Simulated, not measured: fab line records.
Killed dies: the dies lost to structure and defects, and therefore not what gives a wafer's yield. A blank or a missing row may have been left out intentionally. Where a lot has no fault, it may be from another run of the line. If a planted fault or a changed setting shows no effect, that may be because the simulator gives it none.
fab line records	flow n5-finfet
record: lots: 24	wafers: 72	last-day: 17
route steps=1938 shown BEOL_M5@1162 BEOL_M6@1227
lots untouched by any fault: they come from a run of this same line in which no faults occurred
start-h: hours from the record's first day to the start of the lot's first wafer shown	wait-h: how many hours have passed since the lot's step before this one	" as in the row above	L1.1+2: several wafers, shown together as one row	- no value, or no start given	* or withheld: withheld	< > ~ a bound
route shown NAME@n: names a module that has steps shown in the file, with the first one's number in the route	usual: mean/standard deviation taken from wafers without a fault	same: alike in all rows	chamber/n: place in a boat	sites: per-site readings	_std_site: standard deviation of those values	_edge_site: inner sites' mean taken away from outer sites' mean	radius-mm: for every site, how far away it sits from the centre of the wafer	mask NAME#n: copy n	behind: tool/chamber where the wafer was last shaped	hold: the reason the lot was held/the length of the hold in hours/how it ended	device: the transistor (n, p or np) that didn't switch	end of line: tests run on the same wafers once the route is complete	a step with no rows: only its recipe	killed: count of dies lost to structure and defects at first sort (not the wafer's yield)	map: a wafer's dies, x killed, . not, _ none there
set.NAME: the setting as run; set.NAME@STEP: as run at that earlier step	model.NAME: the simulator's own value behind a step, which no gauge read
route steps across a sampled set of lots; one table per step, one row per wafer
services: when a tool's chamber went out of use (start-h, in hours from the record's first day, below 0 if earlier), for how many hours, and the reason
== steps ==
step: N5_BEOL_M5_STRIP_91
recipe: chemistry: N2/H2	time-s: 10	power-w: 450	temp-c: 40	pressure-mtorr: 20	rf-frequency-hz: 6e+07	bias-power-w: 7	n2-flow-sccm: 200	h2-flow-sccm: 200
usual: bias-power-w: 7.002/0.02	drypump-motor-current-A: 5.6/0.55	oes-product-au: 0.80/0.1	rf-vpp-V: 59.0/0.81	showerhead-plenum-p-Torr: 2.53/0.094	throttle-valve-pct: 23.5/0.44
lot.wafer	tool	chamber	start-h	wait-h	bias-power-w	drypump-motor-current-A	oes-product-au	rf-hours-counter-h	rf-vpp-V	showerhead-plenum-p-Torr	throttle-valve-pct
L074.4	rie-diel-05	3	-	-	6.993	5.0	0.68	244	60.5	2.49	23.2
L074.5	"	2	"	"	6.949	5.7	0.68	-	60.1	2.60	22.9
L074.6	"	3	"	"	7.008	5.0	0.68	-	58.8	2.49	23.2
L075.2	rie-diel-05	3	-	-	7.004	5.0	0.67	250	58.6	2.49	23.2
L075.3	"	0	"	"	7.029	5.5	0.90	43	58.4	2.57	22.8
L075.4	"	1	"	"	7.016	5.8	0.69	237	58.8	2.41	24.1
L076.1	rie-diel-04	3	-	-	7.004	6.1	0.78	127	58.9	2.44	23.4
L076.3	"	2	"	"	6.962	6.3	0.70	219	58.4	2.51	24.1
L076.4	"	1	"	"	6.998	5.0	0.71	169	58.0	2.42	23.7
L077.2	rie-diel-05	1	-	-	6.981	5.8	0.70	239	58.4	2.41	24.1
L077.4	"	0	"	"	6.975	5.5	0.89	-	59.3	2.57	22.8
L077.5	"	2	"	"	7.007	5.7	0.66	-	58.8	2.60	22.9
L078.1	rie-diel-03	1	-	-	6.985	4.9	0.86	52	58.7	2.69	24.1
L078.2	"	2	"	"	7.005	6.6	0.75	162	59.4	2.62	23.2
L078.4	"	2	"	"	7.037	6.6	0.75	-	59.2	2.62	23.2
L079.2	rie-diel-03	1	-	-	7.029	4.9	0.85	52	59.2	2.69	24.1
L079.3	"	3	"	"	7.002	5.4	0.96	5	58.7	2.49	23.7
L079.5	"	2	"	"	7.014	6.6	0.75	-	59.6	2.62	23.2
L080.1	rie-diel-04	2	-	-	6.996	6.3	0.70	226	60.4	2.51	24.1
L080.5	"	1	"	"	7.014	5.0	0.70	-	58.5	2.42	23.7
L080.6	"	2	"	"	6.992	6.3	0.69	-	59.6	2.51	24.1
L081.2	rie-diel-03	3	-	-	7.013	5.4	0.95	8	58.9	2.49	23.8
L081.3	"	2	"	"	6.972	6.6	0.74	165	60.3	2.62	23.3
L081.5	"	2	"	"	7.017	6.6	0.75	-	58.6	2.62	23.2
L082.1	rie-diel-04	2	-	-	6.991	6.3	0.69	231	59.5	2.51	24.1
L082.4	"	0	"	"	6.997	5.1	0.68	222	59.0	2.40	23.5
L082.6	"	0	"	"	6.982	5.1	0.69	-	59.1	2.40	23.5
L084.1	rie-diel-05	0	-	-	7.036	5.5	0.87	61	58.3	2.56	22.8
L084.2	"	2	"	"	7.033	5.7	0.66	255	57.9	2.59	22.9
L084.4	"	3	"	"	6.995	5.0	0.97	-	59.1	2.49	22.8
L083.1	rie-diel-04	0	-	-	6.992	5.1	0.69	223	58.1	2.40	23.5
L083.2	"	3	"	"	6.986	6.0	0.76	141	59.3	2.43	23.5
L083.5	"	2	"	"	6.962	6.3	0.68	-	59.1	2.51	24.1
L085.2	rie-diel-03	2	-	-	7.017	6.6	0.74	174	57.9	2.61	23.2
L085.5	"	1	"	"	7.032	4.9	0.83	-	58.7	2.69	24.2
L085.6	"	0	"	"	6.990	5.7	0.97	-	57.5	2.48	23.6
L086.1	rie-diel-04	1	-	-	6.984	5.0	0.71	186	57.7	2.41	23.7
L086.3	"	0	"	"	6.994	5.1	0.69	229	58.9	2.40	23.5
L086.4	"	3	"	"	6.989	6.0	0.76	147	58.5	2.43	23.5
L088.3	rie-diel-03	0	-	-	7.001	5.6	0.93	12	60.9	2.48	23.6
L088.5	"	0	"	"	7.030	5.7	0.93	-	59.3	2.48	23.6
L088.6	"	2	"	"	7.027	6.6	0.74	-	59.1	2.61	23.3
L087.3	rie-diel-03	2	-	-	6.968	6.6	0.75	179	59.6	2.61	23.2
L087.4	"	3	"	"	7.037	5.5	0.91	-	59.6	2.48	23.8
L087.6	"	0	"	"	6.997	5.7	0.93	-	59.1	2.48	23.6
L089.4	rie-diel-04	1	-	-	6.989	5.0	0.68	190	58.4	2.41	23.7
L089.5	"	1	"	"	6.986	5.0	0.69	-	59.5	2.41	23.7
L089.6	"	2	"	"	7.000	6.3	0.67	-	57.7	2.50	24.1
L090.3	rie-diel-03	1	-	-	7.013	4.9	0.82	73	58.8	2.68	24.2
L090.5	"	1	"	"	6.996	4.9	0.82	-	60.2	2.68	24.2
L090.6	"	0	"	"	6.997	5.7	0.92	-	60.3	2.48	23.6
L091.1	rie-diel-03	2	-	-	7.034	6.6	0.73	185	59.5	2.61	23.2
L091.4	"	0	"	"	7.009	5.7	0.91	17	58.9	2.48	23.6
L091.5	"	2	"	"	7.007	6.6	0.74	-	59.0	2.61	23.2
L092.1	rie-diel-04	3	-	-	6.992	6.1	0.74	157	58.1	2.43	23.5
L092.3	"	1	"	"	7.001	5.0	0.68	195	59.1	2.41	23.7
L092.6	"	2	"	"	6.998	6.3	0.67	-	56.6	2.50	24.1
L093.2	rie-diel-03	0	-	-	6.992	5.6	0.93	19	59.7	2.48	23.6
L093.4	"	2	"	"	6.983	6.6	0.74	186	58.7	2.61	23.2
L093.6	"	3	"	"	7.037	5.4	0.90	-	59.5	2.48	23.8
L094.1	rie-diel-03	0	-	-	7.008	5.6	0.92	19	58.6	2.48	23.6
L094.2	"	1	"	"	6.989	4.9	0.83	77	58.5	2.68	24.2
L094.6	"	0	"	"	6.968	5.6	0.92	-	59.5	2.48	23.6
L095.1	rie-diel-03	3	-	-	6.992	5.5	0.89	36	60.1	2.48	23.8
L095.5	"	1	"	"	6.995	4.9	0.83	-	58.9	2.68	24.2
L095.6	"	2	"	"	7.043	6.6	0.73	-	59.9	2.61	23.3
L096.1	rie-diel-05	3	-	-	6.992	5.0	0.90	34	59.0	2.47	22.8
L096.2	"	2	"	"	7.034	5.7	0.95	12	59.0	2.58	22.7
L096.6	"	0	"	"	7.028	5.5	0.83	-	58.8	2.55	22.8
L097.1	rie-diel-05	3	-	-	7.007	5.0	0.89	38	59.8	2.47	22.8
L097.3	"	2	"	"	6.997	5.7	0.95	16	61.5	2.58	22.7
L097.5	"	2	"	"	6.984	5.7	0.94	-	58.3	2.58	22.7
step: N5_BEOL_M5_SPUTTER_88
recipe: material: Cu	target-thk-a: 150	temp-c: -20	chamber-pressure-pa: 0.07	power-w: withheld	time-s: 27.62
usual: throttle-valve-pct: 29.5/1
lot.wafer	tool	chamber	start-h	wait-h	throttle-valve-pct
L074.4	pvd-sputter-01	-	167.80	0.5	27.6
L074.5	"	-	"	"	29.3
L074.6	"	-	"	"	28.3
L075.2	pvd-sputter-01	-	183.45	0.5	29.5
L075.3	"	-	"	"	28.2
L075.4	"	-	"	"	27.3
L076.1	pvd-sputter-03	-	186.71	0.5	31.0
L076.3	"	-	"	"	31.7
L076.4	"	-	"	"	29.7
L077.2	pvd-sputter-02	-	187.31	0.5	28.4
L077.4	"	-	"	"	29.6
L077.5	"	-	"	"	29.3
L078.1	pvd-sputter-02	-	203.34	0.5	29.5
L078.2	"	-	"	"	30.1
L078.4	"	-	"	"	28.6
L079.2	pvd-sputter-03	-	205.33	0.5	28.9
L079.3	"	-	"	"	31.8
L079.5	"	-	"	"	31.0
L080.1	pvd-sputter-02	-	210.99	0.5	30.2
L080.5	"	-	"	"	28.8
L080.6	"	-	"	"	30.1
L081.2	pvd-sputter-03	-	213.37	0.5	29.5
L081.3	"	-	"	"	31.3
L081.5	"	-	"	"	29.1
L082.1	pvd-sputter-01	-	229.51	0.5	29.4
L082.4	"	-	"	"	30.4
L082.6	"	-	"	"	28.2
L083.1	pvd-sputter-02	-	231.63	0.5	29.8
L083.2	"	-	"	"	30.3
L083.5	"	-	"	"	29.7
L084.1	pvd-sputter-03	-	234.79	0.5	29.2
L084.2	"	-	"	"	29.5
L084.4	"	-	"	"	31.2
L085.2	pvd-sputter-02	-	236.85	0.5	28.8
L085.5	"	-	"	"	28.8
L085.6	"	-	"	"	30.1
L086.1	pvd-sputter-01	-	255.47	0.5	30.3
L086.3	"	-	"	"	28.3
L086.4	"	-	"	"	27.5
L088.3	pvd-sputter-02	-	259.56	0.5	29.5
L088.5	"	-	"	"	29.9
L088.6	"	-	"	"	29.0
L087.3	pvd-sputter-01	-	260.20	0.5	28.3
L087.4	"	-	"	"	27.2
L087.6	"	-	"	"	30.4
L089.4	pvd-sputter-02	-	264.59	0.5	29.5
L089.5	"	-	"	"	29.9
L089.6	"	-	"	"	29.0
L090.3	pvd-sputter-01	-	277.27	0.5	29.4
L090.5	"	-	"	"	29.3
L090.6	"	-	"	"	27.9
L092.1	pvd-sputter-03	-	284.45	0.5	31.9
L092.3	"	-	"	"	29.3
L092.6	"	-	"	"	29.4
L094.1	pvd-sputter-03	-	290.18	0.5	29.5
L094.2	"	-	"	"	29.4
L094.6	"	-	"	"	29.2
L093.2	pvd-sputter-01	-	292.88	3.7	27.6
L093.4	"	-	"	"	28.2
L093.6	"	-	"	"	28.1
L091.1	pvd-sputter-02	-	300.01	0.5	30.0
L091.4	"	-	"	"	29.7
L091.5	"	-	"	"	30.0
L095.1	pvd-sputter-01	-	309.51	0.5	30.2
L095.5	"	-	"	"	30.3
L095.6	"	-	"	"	28.2
L096.1	pvd-sputter-03	-	316.27	0.5	31.5
L096.2	"	-	"	"	29.4
L096.6	"	-	"	"	29.2
L097.1	pvd-sputter-02	-	330.72	0.5	29.3
L097.3	"	-	"	"	30.0
L097.5	"	-	"	"	28.7
step: N5_BEOL_M5_RS_MEAS_57
recipe: thk-meas-gauge: four-point-probe	reads: Co_of_BEOL_M5_CO_CAP_78+Cu_of_BEOL_M5_ECD_50+Co_of_BEOL_M5_CVD_47+TaN_of_BEOL_M5_ALD_86
usual: M5_RS: 0.386/0.015
lot.wafer	tool	chamber	start-h	wait-h	M5_RS[ohm/sq]
L074.4	film-metro-02	-	169.94	0.0	0.372
L074.5	"	-	"	"	0.370
L074.6	"	-	"	"	0.385
L075.2	film-metro-02	-	185.61	0.1	0.384
L075.3	"	-	"	"	0.386
L075.4	"	-	"	"	0.424
L076.1	film-metro-01	-	188.85	0.0	0.389
L076.3	"	-	"	"	0.376
L076.4	"	-	"	"	0.385
L077.2	film-metro-02	-	189.59	0.1	0.404
L077.4	"	-	"	"	0.377
L077.5	"	-	"	"	0.377
L078.1	film-metro-01	-	205.49	0.0	0.383
L078.2	"	-	"	"	0.386
L078.4	"	-	"	"	0.397
L079.2	film-metro-02	-	207.61	0.1	0.379
L079.3	"	-	"	"	0.366
L079.5	"	-	"	"	0.385
L080.1	film-metro-01	-	213.13	0.0	0.393
L080.5	"	-	"	"	0.397
L080.6	"	-	"	"	0.386
L081.2	film-metro-02	-	215.51	0.1	0.376
L081.3	"	-	"	"	0.380
L081.5	"	-	"	"	0.393
L082.1	film-metro-01	-	231.68	0.1	0.388
L082.4	"	-	"	"	0.384
L082.6	"	-	"	"	0.404
L083.1	film-metro-02	-	233.78	0.0	0.406
L083.2	"	-	"	"	0.406
L083.5	"	-	"	"	0.396
L084.1	film-metro-02	-	236.93	0.0	0.384
L084.2	"	-	"	"	0.392
L084.4	"	-	"	"	0.380
L085.2	film-metro-01	-	239.13	0.1	0.408
L085.5	"	-	"	"	0.390
L085.6	"	-	"	"	0.382
L086.1	film-metro-02	-	257.66	0.0	0.398
L086.3	"	-	"	"	0.377
L086.4	"	-	"	"	0.397
L088.3	film-metro-01	-	261.71	0.1	0.354
L088.5	"	-	"	"	0.362
L088.6	"	-	"	"	0.373
L087.3	film-metro-01	-	262.34	0.1	0.399
L087.4	"	-	"	"	0.368
L087.6	"	-	"	"	0.381
L089.4	film-metro-01	-	266.75	0.0	0.413
L089.5	"	-	"	"	0.416
L089.6	"	-	"	"	0.400
L090.3	film-metro-01	-	279.43	0.1	0.391
L090.5	"	-	"	"	0.391
L090.6	"	-	"	"	0.389
L092.1	film-metro-02	-	286.60	0.0	0.375
L092.3	"	-	"	"	0.413
L092.6	"	-	"	"	0.366
L094.1	film-metro-02	-	292.32	0.0	0.376
L094.2	"	-	"	"	0.383
L094.6	"	-	"	"	0.370
L093.2	film-metro-01	-	295.14	0.1	0.359
L093.4	"	-	"	"	0.379
L093.6	"	-	"	"	0.361
L091.1	film-metro-01	-	302.18	0.1	0.401
L091.4	"	-	"	"	0.370
L091.5	"	-	"	"	0.403
L095.1	film-metro-02	-	311.93	0.0	0.362
L095.5	"	-	"	"	0.375
L095.6	"	-	"	"	0.386
L096.1	film-metro-02	-	318.52	0.0	0.386
L096.2	"	-	"	"	0.376
L096.6	"	-	"	"	0.393
L097.1	film-metro-01	-	332.98	0.0	0.383
L097.3	"	-	"	"	0.386
L097.5	"	-	"	"	0.383
step: N5_BEOL_M6_CD_MEAS_28
recipe: target-cd-nm: 40	landing-energy-ev: 500	detector: se-inlens
usual: cd-nm: 40.15/0.24
same: landing-energy-ev: 500
lot.wafer	tool	chamber	start-h	wait-h	cd-nm
L074.4	cd-sem-02	0	172.85	-	40.07
L074.5	"	0	"	"	40.32
L074.6	"	0	"	"	39.70
L075.2	cd-sem-03	0	188.49	-	39.84
L075.3	"	0	"	"	40.00
L075.4	"	0	"	"	40.03
L076.1	cd-sem-03	0	193.23	-	40.27
L076.3	"	0	"	"	39.93
L076.4	"	0	"	"	40.30
L077.2	cd-sem-03	0	193.58	-	40.33
L077.4	"	0	"	"	40.36
L077.5	"	0	"	"	39.96
L078.1	cd-sem-03	0	209.88	-	39.83
L078.2	"	0	"	"	40.21
L078.4	"	0	"	"	40.25
L079.2	cd-sem-01	0	212.59	-	40.05
L079.3	"	0	"	"	39.89
L079.5	"	0	"	"	40.04
L080.1	cd-sem-02	0	215.41	-	40.29
L080.5	"	0	"	"	40.23
L080.6	"	0	"	"	40.38
L081.2	cd-sem-02	0	219.35	-	40.32
L081.3	"	0	"	"	40.53
L081.5	"	0	"	"	39.88
L082.1	cd-sem-02	0	235.93	-	40.32
L082.4	"	0	"	"	40.18
L082.6	"	0	"	"	40.07
L083.1	cd-sem-03	0	237.83	-	40.29
L083.2	"	0	"	"	40.14
L083.5	"	0	"	"	40.17
L084.1	cd-sem-03	0	240.94	-	39.95
L084.2	"	0	"	"	40.41
L084.4	"	0	"	"	39.91
L085.2	cd-sem-03	0	242.90	-	40.18
L085.5	"	0	"	"	40.26
L085.6	"	0	"	"	40.60
L086.1	cd-sem-03	0	263.73	-	40.36
L086.3	"	0	"	"	40.01
L086.4	"	0	"	"	40.22
L088.3	cd-sem-03	0	265.76	-	40.16
L088.5	"	0	"	"	39.85
L088.6	"	0	"	"	39.88
L087.3	cd-sem-02	0	268.16	-	39.91
L087.4	"	0	"	"	40.34
L087.6	"	0	"	"	39.58
L089.4	cd-sem-02	0	272.23	-	40.14
L089.5	"	0	"	"	40.28
L089.6	"	0	"	"	40.48
L090.3	cd-sem-02	0	284.40	-	40.01
L090.5	"	0	"	"	40.16
L090.6	"	0	"	"	40.32
L092.1	cd-sem-01	0	293.32	-	40.03
L092.3	"	0	"	"	40.04
L092.6	"	0	"	"	40.29
L094.1	cd-sem-03	0	295.05	-	40.24
L094.2	"	0	"	"	39.96
L094.6	"	0	"	"	40.22
L093.2	cd-sem-02	0	299.70	-	40.29
L093.4	"	0	"	"	39.77
L093.6	"	0	"	"	39.57
L091.1	cd-sem-02	0	306.78	-	40.10
L091.4	"	0	"	"	40.38
L091.5	"	0	"	"	40.38
L095.1	cd-sem-01	0	315.99	-	39.81
L095.5	"	0	"	"	39.90
L095.6	"	0	"	"	40.47
L096.1	cd-sem-02	0	323.54	-	40.02
L096.2	"	0	"	"	40.43
L096.6	"	0	"	"	39.89
L097.1	cd-sem-01	0	338.22	-	40.41
L097.3	"	0	"	"	40.19
L097.5	"	0	"	"	40.05
step: N5_BEOL_M6_INSPECT_30
recipe: mode: adi	inspect-instrument: brightfield
usual: raw-defect-count: 404/88
lot.wafer	tool	chamber	start-h	wait-h	raw-defect-count
L074.4	defect-inspect-01	-	172.94	0.0	476
L074.5	"	-	"	"	394
L074.6	"	-	"	"	326
L075.2	defect-inspect-02	-	188.58	0.0	472
L075.3	"	-	"	"	366
L075.4	"	-	"	"	380
L076.1	defect-inspect-02	-	193.32	0.1	432
L076.3	"	-	"	"	296
L076.4	"	-	"	"	333
L077.2	defect-inspect-02	-	193.67	0.0	481
L077.4	"	-	"	"	561
L077.5	"	-	"	"	316
L078.1	defect-inspect-01	-	209.97	0.1	419
L078.2	"	-	"	"	531
L078.4	"	-	"	"	379
L079.2	defect-inspect-02	-	212.68	0.0	295
L079.3	"	-	"	"	338
L079.5	"	-	"	"	349
L080.1	defect-inspect-02	-	215.50	0.1	332
L080.5	"	-	"	"	437
L080.6	"	-	"	"	322
L081.2	defect-inspect-02	-	219.44	0.0	320
L081.3	"	-	"	"	239
L081.5	"	-	"	"	301
L082.1	defect-inspect-01	-	236.02	0.1	324
L082.4	"	-	"	"	328
L082.6	"	-	"	"	295
L083.1	defect-inspect-01	-	237.92	0.1	472
L083.2	"	-	"	"	401
L083.5	"	-	"	"	474
L084.1	defect-inspect-01	-	241.02	0.1	342
L084.2	"	-	"	"	303
L084.4	"	-	"	"	359
L085.2	defect-inspect-01	-	243.00	0.0	460
L085.5	"	-	"	"	485
L085.6	"	-	"	"	513
L086.1	defect-inspect-01	-	263.82	0.1	301
L086.3	"	-	"	"	410
L086.4	"	-	"	"	341
L088.3	defect-inspect-01	-	265.85	0.0	615
L088.5	"	-	"	"	488
L088.6	"	-	"	"	499
L087.3	defect-inspect-01	-	268.25	0.0	457
L087.4	"	-	"	"	469
L087.6	"	-	"	"	552
L089.4	defect-inspect-02	-	272.32	0.0	309
L089.5	"	-	"	"	389
L089.6	"	-	"	"	395
L090.3	defect-inspect-01	-	284.49	0.0	401
L090.5	"	-	"	"	402
L090.6	"	-	"	"	416
L092.1	defect-inspect-01	-	293.40	0.1	663
L092.3	"	-	"	"	489
L092.6	"	-	"	"	538
L094.1	defect-inspect-02	-	295.14	0.1	568
L094.2	"	-	"	"	346
L094.6	"	-	"	"	355
L093.2	defect-inspect-01	-	299.79	0.0	362
L093.4	"	-	"	"	411
L093.6	"	-	"	"	369
L091.1	defect-inspect-02	-	306.87	0.1	274
L091.4	"	-	"	"	311
L091.5	"	-	"	"	349
L095.1	defect-inspect-02	-	316.08	0.1	480
L095.5	"	-	"	"	368
L095.6	"	-	"	"	274
L096.1	defect-inspect-02	-	323.63	0.1	561
L096.2	"	-	"	"	407
L096.6	"	-	"	"	536
L097.1	defect-inspect-01	-	338.31	0.1	377
L097.3	"	-	"	"	373
L097.5	"	-	"	"	403
step: N5_BEOL_M6_PRE_CLEAN_45
recipe: gas: H2/He	time-s: 30	temp-c: 250
usual: heater-power-w: 326/31
lot.wafer	tool	chamber	start-h	wait-h	heater-power-w
L074.4	pvd-sputter-01	-	173.99	0.0	281
L074.5	"	-	"	"	343
L074.6	"	-	"	"	351
L075.2	pvd-sputter-01	-	189.74	0.0	362
L075.3	"	-	"	"	341
L075.4	"	-	"	"	283
L076.1	pvd-sputter-01	-	194.74	0.0	340
L076.3	"	-	"	"	290
L076.4	"	-	"	"	356
L077.2	pvd-sputter-02	-	194.98	0.0	360
L077.4	"	-	"	"	326
L077.5	"	-	"	"	325
L078.1	pvd-sputter-01	-	211.88	0.0	344
L078.2	"	-	"	"	362
L078.4	"	-	"	"	343
L079.2	pvd-sputter-03	-	214.57	0.0	341
L079.3	"	-	"	"	294
L079.5	"	-	"	"	301
L080.1	pvd-sputter-02	-	216.97	0.0	334
L080.5	"	-	"	"	321
L080.6	"	-	"	"	352
L081.2	pvd-sputter-02	-	220.66	0.0	357
L081.3	"	-	"	"	315
L081.5	"	-	"	"	325
L082.1	pvd-sputter-03	-	237.16	0.0	294
L082.4	"	-	"	"	258
L082.6	"	-	"	"	294
L083.1	pvd-sputter-02	-	239.21	0.0	333
L083.2	"	-	"	"	326
L083.5	"	-	"	"	357
L084.1	pvd-sputter-03	-	242.24	0.0	306
L084.2	"	-	"	"	253
L084.4	"	-	"	"	343
L085.2	pvd-sputter-02	-	244.66	0.0	362
L085.5	"	-	"	"	325
L085.6	"	-	"	"	317
L086.1	pvd-sputter-01	-	265.15	0.0	350
L086.3	"	-	"	"	365
L086.4	"	-	"	"	283
L088.3	pvd-sputter-01	-	268.63	0.0	368
L088.5	"	-	"	"	337
L088.6	"	-	"	"	360
L087.3	pvd-sputter-01	-	269.57	0.0	362
L087.4	"	-	"	"	280
L087.6	"	-	"	"	359
L089.4	pvd-sputter-03	-	273.58	0.0	252
L089.5	"	-	"	"	257
L089.6	"	-	"	"	322
L090.3	pvd-sputter-01	-	285.54	0.0	352
L090.5	"	-	"	"	368
L090.6	"	-	"	"	358
L092.1	pvd-sputter-03	-	294.85	0.0	262
L092.3	"	-	"	"	355
L092.6	"	-	"	"	293
L094.1	pvd-sputter-01	-	296.28	0.0	362
L094.2	"	-	"	"	347
L094.6	"	-	"	"	329
L093.2	pvd-sputter-03	-	301.18	0.0	257
L093.4	"	-	"	"	351
L093.6	"	-	"	"	355
L091.1	pvd-sputter-03	-	308.05	0.0	329
L091.4	"	-	"	"	298
L091.5	"	-	"	"	309
L095.1	pvd-sputter-01	-	317.35	0.0	360
L095.5	"	-	"	"	347
L095.6	"	-	"	"	285
L096.1	pvd-sputter-02	-	325.96	0.0	321
L096.2	"	-	"	"	349
L096.6	"	-	"	"	352
L097.1	pvd-sputter-02	-	340.17	0.0	323
L097.3	"	-	"	"	323
L097.5	"	-	"	"	338
== services ==
tool	chamber	start-h	hours	kind
rie-diel-03	3	162.99	-	clean
rie-diel-03	3	162.99	-	consumable-replace:focus-ring
rie-diel-03	3	162.99	17.8	scheduled-down
rie-diel-03	3	162.99	17.8	vent-cycle
rie-diel-05	3	180.01	-	clean
rie-diel-05	3	180.01	-	consumable-replace:focus-ring
rie-diel-04	1	183.48	4.8	repair
rie-diel-03	0	193.33	-	clean
rie-diel-03	0	193.33	-	consumable-replace:focus-ring
rie-diel-03	0	193.33	26.6	scheduled-down
rie-diel-03	0	193.33	26.6	vent-cycle
rie-diel-05	1	212.43	-	clean
rie-diel-05	1	212.43	-	consumable-replace:focus-ring
rie-diel-05	1	212.43	-	consumable-replace:showerhead
rie-diel-05	1	212.43	30.8	scheduled-down
rie-diel-04	2	287.02	-	clean
rie-diel-04	2	287.02	-	consumable-replace:focus-ring
rie-diel-04	0	309.21	-	clean
rie-diel-04	0	309.21	-	consumable-replace:esc
rie-diel-04	0	309.21	-	consumable-replace:focus-ring
rie-diel-04	0	309.21	-	consumable-replace:showerhead
rie-diel-04	0	309.21	25.9	scheduled-down
rie-diel-04	0	309.21	25.9	vent-cycle
pvd-sputter-03	-	328.74	2.3	repair
== key ==
fault none
